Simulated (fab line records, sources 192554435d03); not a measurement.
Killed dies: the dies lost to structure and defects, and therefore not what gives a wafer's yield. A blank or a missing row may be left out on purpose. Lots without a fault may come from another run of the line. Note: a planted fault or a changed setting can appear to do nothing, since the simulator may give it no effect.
3 desks looking at one fault | flow n5_finfet | what lay behind the numbers comes last; until then each desk has only its own

## AT THE TOOL OWNER'S DESK: rie_diel-06
The tool's own readings at N5_BEOL_M12_ETCH_59 (etches BARC in N2/H2, target depth 89 nm, overetch 26.7 nm, time 67.9 s): means of the sampled wafers that have a number, for each lot that ran on this tool. If a lot's mean is further than 4 standard deviations from the usual mean, the lot is out of limits and carries the mark OUT (the distance appears in the brackets).
Columns: A = bias_w at N5_BEOL_M12_ETCH_59, usual 150.1 W; B = drypump_motor_current_A at N5_BEOL_M12_ETCH_59, usual 5.5 A; C = oes_product_au at N5_BEOL_M12_ETCH_59, usual 0.66 a.u.; D = rf_vpp_V at N5_BEOL_M12_ETCH_59, usual 524.2 V; E = showerhead_plenum_p_Torr at N5_BEOL_M12_ETCH_59, usual 2.55 Torr; F = throttle_valve_pct at N5_BEOL_M12_ETCH_59, usual 17.98 %
lot  | first seen here | A               | B   | C    | D                | E    | F
L878 | day 10 13:59    | 150.0           | 5.1 | 0.62 | 523.5            | 2.49 | 18.03
L890 | day 13 12:43    | 140.7 (-20) OUT | 5.3 | 0.65 | 502.2 (-7.6) OUT | 2.57 | 18.19
L889 | day 13 13:26    | 131.3 (-40) OUT | 5.1 | 0.60 | 479.5 (-15) OUT  | 2.48 | 18.07
This desk's finding: out of limits on L889, L890; first on L890, day 13 12:43 (bias_w at N5_BEOL_M12_ETCH_59). L878: within limits.

## FROM THE METROLOGY DESK
What the gauges read for every lot (on any tool): the sampled wafers with a number, averaged. If a lot's mean is further than 4 standard deviations from the usual mean, the lot is out of limits and carries the mark OUT (the distance appears in the brackets).
Columns: A = cd_nm at N5_BEOL_M12_CD_MEAS_10, usual 140.8 nm; B = V11_OVL at N5_BEOL_M12_OVL_MEAS_11, usual -1 nm
lot  | first seen here | A     | B
L878 | day 10 13:52    | 141.6 | -8
L880 | day 10 23:43    | 138.6 | -2
L890 | day 13 12:23    | 141.4 | 1
L889 | day 13 13:19    | 139.6 | -4
L894 | day 14 15:47    | 139.1 | -6
L899 | day 16 07:41    | 140.1 | -3
This desk found nothing out of limits on any of the 6 lots.

## THE DEFECT DESK
Per lot, the means of the sampled wafers with a number show what the inspections along the route counted. If a lot's mean is further than 4 standard deviations from the usual mean, the lot is out of limits and carries the mark OUT (the distance appears in the brackets).
Columns: A = raw_defect_count at N5_BEOL_M12_INSPECT_12, usual 2.1
lot  | first seen here | A
L878 | day 10 13:55    | 1.3
L880 | day 10 23:47    | 3.7
L890 | day 13 12:26    | 1.7
L889 | day 13 13:22    | 2.0
L894 | day 14 15:50    | 2.0
L899 | day 16 07:44    | 1.3
This desk found nothing out of limits on any of the 6 lots.

## PUT TOGETHER
The tool owner's desk had the chance to raise an alarm at day 13 12:43 on L889, L890.
Metrology desk: nothing out of limits seen.
Nothing the defect desk looked at was out of limits.
The metrology desk has L889, L890 on record, within its limits.
The defect desk has L889, L890 on record, within its limits.
Of the lots named, all ran N5_BEOL_M12_ETCH_59 on rie_diel-06.

## WHAT THE SIMULATOR HAD PUT IN
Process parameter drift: rie_diel-06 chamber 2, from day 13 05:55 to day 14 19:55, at N5_BEOL_M12_ETCH_59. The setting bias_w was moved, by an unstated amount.
Lots struck among those shown: L889, L890.
Each desk's first reading out of limits, in hours after the fault started: the tool owner's desk, 7.
